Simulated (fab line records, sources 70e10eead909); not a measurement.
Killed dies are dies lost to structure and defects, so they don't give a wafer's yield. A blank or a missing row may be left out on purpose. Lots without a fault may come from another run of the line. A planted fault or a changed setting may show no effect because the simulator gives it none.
Which tool did it? | flow nand_harc | 24 lots, 72 wafers sampled, at 6 steps of a route of 1159

WHAT THE GAUGES READ, wafer by wafer
The record holds no reading of a measuring or inspecting step that can be judged against a usual standard deviation.

WHICH TOOL RAN EACH LOT (tool, then ch and the chambers of the sampled wafers, then the start)
lot  | NHARC_A_CONTACT_ETCH_50                       | NHARC_A_CONTACT_ETCH_118             | NHARC_A_CONTACT_ETCH_102           | NHARC_A_CONTACT_ETCH_127             | NHARC_A_CONTACT_ETCH_128             | NHARC_A_CONTACT_ETCH_132
L076 | rie_diel-13 ch 1,3, day 16 13:50 or earlier   | har_cap_etch-03 ch 0,1, day 16 13:50 | rie_diel-07 ch 0,1, day 16 15:48   | har_cap_etch-01 ch 0, day 16 20:48   | har_cap_etch-01 ch 0, day 16 20:56   | har_cap_etch-01 ch 0, day 16 21:31
L074 | rie_diel-07 ch 0,1, day 16 15:44 or earlier   | har_cap_etch-02 ch 0, day 16 15:44   | rie_diel-13 ch 0,1,2, day 16 17:40 | har_cap_etch-03 ch 0,1, day 16 22:41 | har_cap_etch-03 ch 0,1, day 16 22:49 | har_cap_etch-03 ch 0,1, day 16 23:23
L075 | rie_diel-11 ch 0,2,3, day 16 19:59 or earlier | har_cap_etch-03 ch 0,1, day 16 19:59 | rie_diel-11 ch 0,1,2, day 16 21:39 | har_cap_etch-01 ch 0,1, day 17 03:28 | har_cap_etch-01 ch 0,1, day 17 03:37 | har_cap_etch-01 ch 0,1, day 17 04:10
L078 | rie_diel-13 ch 0,1,2, day 17 03:45 or earlier | har_cap_etch-03 ch 0, day 17 03:45   | rie_diel-13 ch 1,2, day 17 05:21   | har_cap_etch-01 ch 0, day 17 10:31   | har_cap_etch-01 ch 0, day 17 10:40   | har_cap_etch-01 ch 0, day 17 11:13
L079 | rie_diel-11 ch 0,1,2, day 17 06:47 or earlier | har_cap_etch-02 ch 0,1, day 17 06:47 | rie_diel-13 ch 0,1,2, day 17 08:23 | har_cap_etch-02 ch 0,1, day 17 14:47 | har_cap_etch-02 ch 0,1, day 17 14:56 | har_cap_etch-02 ch 0,1, day 17 15:31
L077 | rie_diel-07 ch 0,1,2, day 17 08:26 or earlier | har_cap_etch-03 ch 0,1, day 17 08:26 | rie_diel-13 ch 0,1, day 17 09:59   | har_cap_etch-01 ch 0,1, day 17 16:17 | har_cap_etch-01 ch 0,1, day 17 16:26 | har_cap_etch-01 ch 0,1, day 17 17:00
L080 | rie_diel-13 ch 2,3, day 18 11:17 or earlier   | har_cap_etch-03 ch 0,1, day 18 11:17 | rie_diel-13 ch 1,3, day 18 12:55   | har_cap_etch-01 ch 0,1, day 18 17:52 | har_cap_etch-01 ch 0,1, day 18 18:01 | har_cap_etch-01 ch 0,1, day 18 18:35
L082 | rie_diel-13 ch 0,1,3, day 18 12:46 or earlier | har_cap_etch-02 ch 0,1, day 18 12:46 | rie_diel-13 ch 0,1,3, day 18 14:19 | har_cap_etch-02 ch 0,1, day 18 20:50 | har_cap_etch-02 ch 0,1, day 18 20:59 | har_cap_etch-02 ch 0,1, day 18 21:33
L084 | rie_diel-13 ch 0,1,2, day 18 20:39 or earlier | har_cap_etch-03 ch 0,1, day 18 20:39 | rie_diel-13 ch 0,1, day 18 22:13   | har_cap_etch-03 ch 0,1, day 19 04:02 | har_cap_etch-03 ch 0,1, day 19 04:10 | har_cap_etch-03 ch 0,1, day 19 04:44
L083 | rie_diel-13 ch 0,2,3, day 18 22:21 or earlier | har_cap_etch-01 ch 0,1, day 18 22:21 | rie_diel-07 ch 0,2,3, day 19 00:01 | har_cap_etch-02 ch 0,1, day 19 05:12 | har_cap_etch-02 ch 0,1, day 19 05:20 | har_cap_etch-02 ch 0,1, day 19 05:55
L081 | rie_diel-07 ch 0,3, day 19 00:34 or earlier   | har_cap_etch-03 ch 0,1, day 19 00:34 | rie_diel-11 ch 0,3, day 19 02:11   | har_cap_etch-01 ch 0,1, day 19 07:01 | har_cap_etch-01 ch 0,1, day 19 07:10 | har_cap_etch-01 ch 0,1, day 19 07:44
L087 | rie_diel-11 ch 1,2,3, day 19 11:27 or earlier | har_cap_etch-03 ch 1, day 19 11:27   | rie_diel-11 ch 0,1,2, day 19 13:01 | har_cap_etch-01 ch 0, day 19 18:33   | har_cap_etch-01 ch 0, day 19 18:44   | har_cap_etch-01 ch 0, day 19 19:20
L085 | rie_diel-07 ch 0,1,3, day 19 11:46 or earlier | har_cap_etch-02 ch 0,1, day 19 11:46 | rie_diel-11 ch 1,3, day 19 13:35   | har_cap_etch-03 ch 0,1, day 19 20:01 | har_cap_etch-03 ch 0,1, day 19 20:10 | har_cap_etch-03 ch 0,1, day 19 20:43
L086 | rie_diel-11 ch 0,2,3, day 19 16:34 or earlier | har_cap_etch-02 ch 0,1, day 19 16:34 | rie_diel-11 ch 0,2,3, day 19 18:10 | har_cap_etch-03 ch 0,1, day 20 01:59 | har_cap_etch-03 ch 0,1, day 20 02:08 | har_cap_etch-03 ch 0,1, day 20 02:42
L089 | rie_diel-07 ch 1,3, day 19 20:52              | har_cap_etch-01 ch 0,1, day 19 22:31 | rie_diel-11 ch 0,3, day 20 00:19   | har_cap_etch-02 ch 0,1, day 20 06:18 | har_cap_etch-02 ch 0,1, day 20 06:26 | har_cap_etch-02 ch 0,1, day 20 07:01
L088 | rie_diel-11 ch 1,3, day 19 22:26 or earlier   | har_cap_etch-02 ch 0,1, day 19 22:26 | rie_diel-07 ch 0,1,3, day 20 00:13 | har_cap_etch-01 ch 0,1, day 20 07:01 | har_cap_etch-01 ch 0,1, day 20 07:10 | har_cap_etch-01 ch 0,1, day 20 07:44
L090 | rie_diel-13 ch 1,2, day 20 14:57 or earlier   | har_cap_etch-03 ch 1, day 20 14:57   | rie_diel-13 ch 1,3, day 20 16:31   | har_cap_etch-01 ch 0,1, day 20 22:44 | har_cap_etch-01 ch 0,1, day 20 22:52 | har_cap_etch-01 ch 0,1, day 20 23:26
L091 | rie_diel-13 ch 1,2,3, day 20 16:40 or earlier | har_cap_etch-02 ch 0,1, day 20 16:40 | rie_diel-13 ch 2,3, day 20 18:13   | har_cap_etch-03 ch 0,1, day 21 00:21 | har_cap_etch-03 ch 0,1, day 21 00:29 | har_cap_etch-03 ch 0,1, day 21 01:03
L094 | rie_diel-11 ch 2,3, day 21 01:50 or earlier   | har_cap_etch-02 ch 0, day 21 01:50   | rie_diel-11 ch 0,2,3, day 21 03:26 | har_cap_etch-02 ch 0,1, day 21 14:24 | har_cap_etch-02 ch 0,1, day 21 14:32 | har_cap_etch-02 ch 0,1, day 21 15:07
L095 | rie_diel-13 ch 0,2,3, day 21 15:47 or earlier | har_cap_etch-01 ch 0,1, day 21 15:47 | rie_diel-13 ch 0,1,2, day 21 17:21 | har_cap_etch-01 ch 0,1, day 21 23:44 | har_cap_etch-01 ch 0,1, day 21 23:53 | har_cap_etch-01 ch 0,1, day 22 00:27
L092 | rie_diel-07 ch 0,1, day 21 19:56 or earlier   | har_cap_etch-03 ch 0,1, day 21 19:56 | rie_diel-13 ch 1,2, day 21 21:31   | har_cap_etch-02 ch 0,1, day 22 02:28 | har_cap_etch-02 ch 0,1, day 22 02:37 | har_cap_etch-02 ch 0,1, day 22 03:11
L093 | rie_diel-07 ch 1,2, day 22 02:00 or earlier   | har_cap_etch-03 ch 0,1, day 22 02:00 | rie_diel-13 ch 0,1,2, day 22 03:32 | har_cap_etch-03 ch 0,1, day 22 10:11 | har_cap_etch-03 ch 0,1, day 22 10:20 | har_cap_etch-03 ch 0,1, day 22 10:54
L096 | rie_diel-07 ch 0,3, day 22 11:43 or earlier   | har_cap_etch-01 ch 0,1, day 22 11:43 | rie_diel-07 ch 0,2,3, day 22 13:44 | har_cap_etch-02 ch 0,1, day 22 18:48 | har_cap_etch-02 ch 0,1, day 22 18:56 | har_cap_etch-02 ch 0,1, day 22 19:31
L097 | rie_diel-13 ch 0,3, day 22 17:57 or earlier   | har_cap_etch-01 ch 0,1, day 22 17:57 | rie_diel-13 ch 1,2, day 22 19:31   | har_cap_etch-01 ch 0,1, day 23 00:25 | har_cap_etch-01 ch 0,1, day 23 00:33 | har_cap_etch-01 ch 0,1, day 23 01:07
- NHARC_A_CONTACT_ETCH_50: etches the open film in CF4/CHF3, target depth 84.7 nm, time 42.4 s.
- NHARC_A_CONTACT_ETCH_118: etches the open film in C4F8/O2/Ar, time 94 s, target depth 922 nm.
- NHARC_A_CONTACT_ETCH_102: etches the open film in CF4/O2, target depth 70 nm, overetch 7 nm, time 38.5 s.
- NHARC_A_CONTACT_ETCH_127: etches the open film in C4F8/O2/Ar, time 155 s, target depth 956 nm.
- NHARC_A_CONTACT_ETCH_128: etches the open film in C4F8/O2/Ar, time 155 s, target depth 956 nm.
- NHARC_A_CONTACT_ETCH_132: etches the open film in C4F8/O2/Ar, time 156 s, target depth 958 nm.

WHAT THE TOOLS THEMSELVES READ (means of the sampled wafers that have a number; where no wafer has one, the mark that the record gives instead)
NHARC_A_CONTACT_ETCH_50. Usual: drypump_motor_current_A 5.7 A, standard deviation 0.54; mfc_ar_sccm 0.008 sccm, standard deviation 0.01; oes_product_au 0.954 a.u., standard deviation 0.024; rf_vpp_V 371.0 V, standard deviation 2.2; showerhead_plenum_p_Torr 1.59 Torr, standard deviation 0.06; throttle_valve_pct 16.802 %, standard deviation 0.0088.
lot  | tool        | drypump_motor_current_A (A) | mfc_ar_sccm (sccm) | oes_product_au (a.u.) | rf_vpp_V (V) | showerhead_plenum_p_Torr (Torr) | throttle_valve_pct (%) | flag
L076 | rie_diel-13 | 5.5                         | 0.017              | 0.964                 | 371.5        | 1.61                            | 16.794                 |
L074 | rie_diel-07 | 5.4                         | 0.004              | 0.932                 | 367.6        | 1.52                            | 16.804                 |
L075 | rie_diel-11 | 6.0                         | 0.006              | 0.964                 | 372.0        | 1.63                            | 16.803                 |
L078 | rie_diel-13 | 5.6                         | 0.008              | 0.955                 | 370.4        | 1.56                            | 16.804                 |
L079 | rie_diel-11 | 5.6                         | 0.006              | 0.968                 | 372.6        | 1.64                            | 16.803                 |
L077 | rie_diel-07 | 5.8                         | 0.005              | 0.934                 | 369.9        | 1.56                            | 16.796                 |
L080 | rie_diel-13 | 6.1                         | 0.004              | 0.992                 | 370.1        | 1.54                            | 16.805                 |
L082 | rie_diel-13 | 5.7                         | 0.012              | 0.964                 | 372.1        | 1.60                            | 16.799                 |
L084 | rie_diel-13 | 5.6                         | 0.008              | 0.981                 | 368.6        | 1.55                            | 16.806                 |
L083 | rie_diel-13 | 5.9                         | 0.005              | 0.969                 | 370.2        | 1.56                            | 16.809                 |
L081 | rie_diel-07 | 5.9                         | 0.027              | 0.965                 | 372.4        | 1.62                            | 16.804                 |
L087 | rie_diel-11 | 5.9                         | 0.000              | 0.931                 | 372.2        | 1.64                            | 16.807                 |
L085 | rie_diel-07 | 5.6                         | 0.015              | 0.970                 | 370.3        | 1.57                            | 16.803                 |
L086 | rie_diel-11 | 6.0                         | 0.006              | 0.937                 | 371.7        | 1.62                            | 16.795                 |
L089 | rie_diel-07 | 5.2                         | 0.023              | 0.960                 | 372.7        | 1.62                            | 16.808                 |
L088 | rie_diel-11 | 6.2                         | 0.000              | 0.927                 | 371.7        | 1.61                            | 16.810                 |
L090 | rie_diel-13 | 5.8                         | 0.007              | 0.957                 | 369.0        | 1.52                            | 16.804                 |
L091 | rie_diel-13 | 5.8                         | 0.010              | 0.962                 | 371.7        | 1.57                            | 16.801                 |
L094 | rie_diel-11 | 5.9                         | 0.000              | 0.938                 | 373.8        | 1.66                            | 16.804                 |
L095 | rie_diel-13 | 5.9                         | 0.005              | 0.954                 | 370.8        | 1.56                            | 16.806                 |
L092 | rie_diel-07 | 5.4                         | 0.004              | 0.924                 | 367.9        | 1.51                            | 16.806                 |
L093 | rie_diel-07 | 5.1                         | 0.001              | 0.923                 | 369.5        | 1.55                            | 16.809                 |
L096 | rie_diel-07 | 6.3                         | 0.019              | 0.955                 | 370.2        | 1.55                            | 16.803                 |
L097 | rie_diel-13 | 6.0                         | 0.009              | 0.979                 | 371.4        | 1.60                            | 16.803                 |

NHARC_A_CONTACT_ETCH_118. Usual: oes_air_line_au 0.995 a.u., standard deviation 0.021.
lot  | tool            | oes_air_line_au (a.u.) | flag
L076 | har_cap_etch-03 | 0.975                  |
L074 | har_cap_etch-02 | 1.022                  |
L075 | har_cap_etch-03 | 0.971                  |
L078 | har_cap_etch-03 | 0.977                  |
L079 | har_cap_etch-02 | 1.001                  |
L077 | har_cap_etch-03 | 0.981                  |
L080 | har_cap_etch-03 | 0.990                  |
L082 | har_cap_etch-02 | 0.986                  |
L084 | har_cap_etch-03 | 0.992                  |
L083 | har_cap_etch-01 | 0.980                  |
L081 | har_cap_etch-03 | 0.998                  |
L087 | har_cap_etch-03 | 1.004                  |
L085 | har_cap_etch-02 | 0.988                  |
L086 | har_cap_etch-02 | 0.990                  |
L089 | har_cap_etch-01 | 1.018                  |
L088 | har_cap_etch-02 | 0.993                  |
L090 | har_cap_etch-03 | 1.001                  |
L091 | har_cap_etch-02 | 0.981                  |
L094 | har_cap_etch-02 | 0.992                  |
L095 | har_cap_etch-01 | 1.011                  |
L092 | har_cap_etch-03 | 0.999                  |
L093 | har_cap_etch-03 | 1.001                  |
L096 | har_cap_etch-01 | 0.994                  |
L097 | har_cap_etch-01 | 1.005                  |

NHARC_A_CONTACT_ETCH_102. Usual: drypump_motor_current_A 5.8 A, standard deviation 0.48; mfc_ar_sccm 0.009 sccm, standard deviation 0.0094; oes_product_au 1.008 a.u., standard deviation 0.013; rf_vpp_V 198.0 V, standard deviation 1.4; showerhead_plenum_p_Torr 1.35 Torr, standard deviation 0.05; throttle_valve_pct 13.397 %, standard deviation 0.009.
lot  | tool        | drypump_motor_current_A (A) | mfc_ar_sccm (sccm) | oes_product_au (a.u.) | rf_vpp_V (V) | showerhead_plenum_p_Torr (Torr) | throttle_valve_pct (%) | flag
L076 | rie_diel-07 | 5.4                         | 0.004              | 1.010                 | 196.5        | 1.29                            | 13.396                 |
L074 | rie_diel-13 | 5.6                         | 0.008              | 1.011                 | 198.1        | 1.32                            | 13.400                 |
L075 | rie_diel-11 | 5.6                         | 0.006              | 0.999                 | 199.0        | 1.39                            | 13.396                 |
L078 | rie_diel-13 | 5.5                         | 0.013              | 1.022                 | 198.3        | 1.33                            | 13.396                 |
L079 | rie_diel-13 | 5.6                         | 0.008              | 1.017                 | 197.6        | 1.32                            | 13.395                 |
L077 | rie_diel-13 | 5.4                         | 0.010              | 0.998                 | 198.2        | 1.34                            | 13.411                 |
L080 | rie_diel-13 | 5.9                         | 0.014              | 1.003                 | 198.5        | 1.37                            | 13.396                 |
L082 | rie_diel-13 | 5.7                         | 0.012              | 1.007                 | 199.0        | 1.35                            | 13.396                 |
L084 | rie_diel-13 | 5.3                         | 0.015              | 1.013                 | 197.4        | 1.34                            | 13.399                 |
L083 | rie_diel-07 | 6.1                         | 0.016              | 1.010                 | 198.3        | 1.36                            | 13.398                 |
L081 | rie_diel-11 | 6.1                         | 0.013              | 1.007                 | 198.6        | 1.35                            | 13.396                 |
L087 | rie_diel-11 | 5.6                         | 0.006              | 1.001                 | 199.1        | 1.39                            | 13.399                 |
L085 | rie_diel-11 | 5.9                         | 0.000              | 0.991                 | 198.8        | 1.37                            | 13.398                 |
L086 | rie_diel-11 | 6.0                         | 0.006              | 1.021                 | 198.9        | 1.38                            | 13.393                 |
L089 | rie_diel-11 | 6.3                         | 0.006              | 1.017                 | 198.9        | 1.35                            | 13.401                 |
L088 | rie_diel-07 | 5.7                         | 0.015              | 1.004                 | 197.5        | 1.33                            | 13.400                 |
L090 | rie_diel-13 | 5.9                         | 0.014              | 1.005                 | 198.9        | 1.37                            | 13.408                 |
L091 | rie_diel-13 | 6.1                         | 0.004              | 1.019                 | 197.5        | 1.30                            | 13.401                 |
L094 | rie_diel-11 | 6.0                         | 0.006              | 1.012                 | 197.8        | 1.38                            | 13.387                 |
L095 | rie_diel-13 | 5.6                         | 0.008              | 1.007                 | 197.4        | 1.31                            | 13.398                 |
L092 | rie_diel-13 | 5.5                         | 0.013              | 1.019                 | 197.9        | 1.32                            | 13.399                 |
L093 | rie_diel-13 | 5.6                         | 0.008              | 1.005                 | 197.2        | 1.31                            | 13.405                 |
L096 | rie_diel-07 | 6.0                         | 0.016              | 1.015                 | 198.8        | 1.35                            | 13.392                 |
L097 | rie_diel-13 | 5.5                         | 0.013              | 1.013                 | 196.7        | 1.32                            | 13.398                 |

NHARC_A_CONTACT_ETCH_127. Usual: oes_air_line_au 1.000 a.u., standard deviation 0.02.
lot  | tool            | oes_air_line_au (a.u.) | flag
L076 | har_cap_etch-01 | 1.016                  |
L074 | har_cap_etch-03 | 1.020                  |
L075 | har_cap_etch-01 | 1.010                  |
L078 | har_cap_etch-01 | 0.979                  |
L079 | har_cap_etch-02 | 1.024                  |
L077 | har_cap_etch-01 | 0.997                  |
L080 | har_cap_etch-01 | 0.988                  |
L082 | har_cap_etch-02 | 1.002                  |
L084 | har_cap_etch-03 | 0.979                  |
L083 | har_cap_etch-02 | 0.985                  |
L081 | har_cap_etch-01 | 1.008                  |
L087 | har_cap_etch-01 | 1.014                  |
L085 | har_cap_etch-03 | 1.001                  |
L086 | har_cap_etch-03 | 1.007                  |
L089 | har_cap_etch-02 | 0.993                  |
L088 | har_cap_etch-01 | 0.989                  |
L090 | har_cap_etch-01 | 1.004                  |
L091 | har_cap_etch-03 | 0.994                  |
L094 | har_cap_etch-02 | 0.999                  |
L095 | har_cap_etch-01 | 1.025                  |
L092 | har_cap_etch-02 | 1.006                  |
L093 | har_cap_etch-03 | 0.987                  |
L096 | har_cap_etch-02 | 1.001                  |
L097 | har_cap_etch-01 | 0.995                  |

NHARC_A_CONTACT_ETCH_128. Usual: oes_air_line_au 1.000 a.u., standard deviation 0.02.
lot  | tool            | oes_air_line_au (a.u.) | flag
L076 | har_cap_etch-01 | 1.001                  |
L074 | har_cap_etch-03 | 0.993                  |
L075 | har_cap_etch-01 | 0.990                  |
L078 | har_cap_etch-01 | 0.989                  |
L079 | har_cap_etch-02 | 1.000                  |
L077 | har_cap_etch-01 | 1.002                  |
L080 | har_cap_etch-01 | 0.986                  |
L082 | har_cap_etch-02 | 0.997                  |
L084 | har_cap_etch-03 | 1.007                  |
L083 | har_cap_etch-02 | 1.007                  |
L081 | har_cap_etch-01 | 0.990                  |
L087 | har_cap_etch-01 | 1.012                  |
L085 | har_cap_etch-03 | 1.012                  |
L086 | har_cap_etch-03 | 0.998                  |
L089 | har_cap_etch-02 | 1.011                  |
L088 | har_cap_etch-01 | 0.994                  |
L090 | har_cap_etch-01 | 1.001                  |
L091 | har_cap_etch-03 | 0.991                  |
L094 | har_cap_etch-02 | 0.993                  |
L095 | har_cap_etch-01 | 0.998                  |
L092 | har_cap_etch-02 | 0.999                  |
L093 | har_cap_etch-03 | 0.993                  |
L096 | har_cap_etch-02 | 1.008                  |
L097 | har_cap_etch-01 | 0.990                  |

NHARC_A_CONTACT_ETCH_132. Usual: oes_air_line_au 1.004 a.u., standard deviation 0.022.
lot  | tool            | oes_air_line_au (a.u.) | flag
L076 | har_cap_etch-01 | 0.986                  |
L074 | har_cap_etch-03 | 0.990                  |
L075 | har_cap_etch-01 | 1.018                  |
L078 | har_cap_etch-01 | 0.981                  |
L079 | har_cap_etch-02 | 1.014                  |
L077 | har_cap_etch-01 | 0.995                  |
L080 | har_cap_etch-01 | 1.009                  |
L082 | har_cap_etch-02 | 0.967                  |
L084 | har_cap_etch-03 | 1.000                  |
L083 | har_cap_etch-02 | 1.045                  |
L081 | har_cap_etch-01 | 1.011                  |
L087 | har_cap_etch-01 | 0.988                  |
L085 | har_cap_etch-03 | 0.985                  |
L086 | har_cap_etch-03 | 1.004                  |
L089 | har_cap_etch-02 | 1.005                  |
L088 | har_cap_etch-01 | 0.994                  |
L090 | har_cap_etch-01 | 1.005                  |
L091 | har_cap_etch-03 | 1.015                  |
L094 | har_cap_etch-02 | 1.011                  |
L095 | har_cap_etch-01 | 1.014                  |
L092 | har_cap_etch-02 | 0.991                  |
L093 | har_cap_etch-03 | 1.008                  |
L096 | har_cap_etch-02 | 0.997                  |
L097 | har_cap_etch-01 | 0.994                  |

THE ANSWER, worked out from the rows above alone
Rule: a lot is off if the mean of its wafers that have a number lies more than 3 standard deviations from the usual mean. A lot without any number at a reading at which 4 lots or more have one is off too. The other lots that the step has rows for count as sound. The gauges are gone through in route order, then the tools' own readings, and for those a lot's mean is taken as printed above. The first step at which some lot is off is used, and at that step the reading that is off furthest; a lot without a number counts as furthest.
No lot is off at any reading shown: from this, nothing can be told.

WHAT THE SIMULATOR HAD PUT IN
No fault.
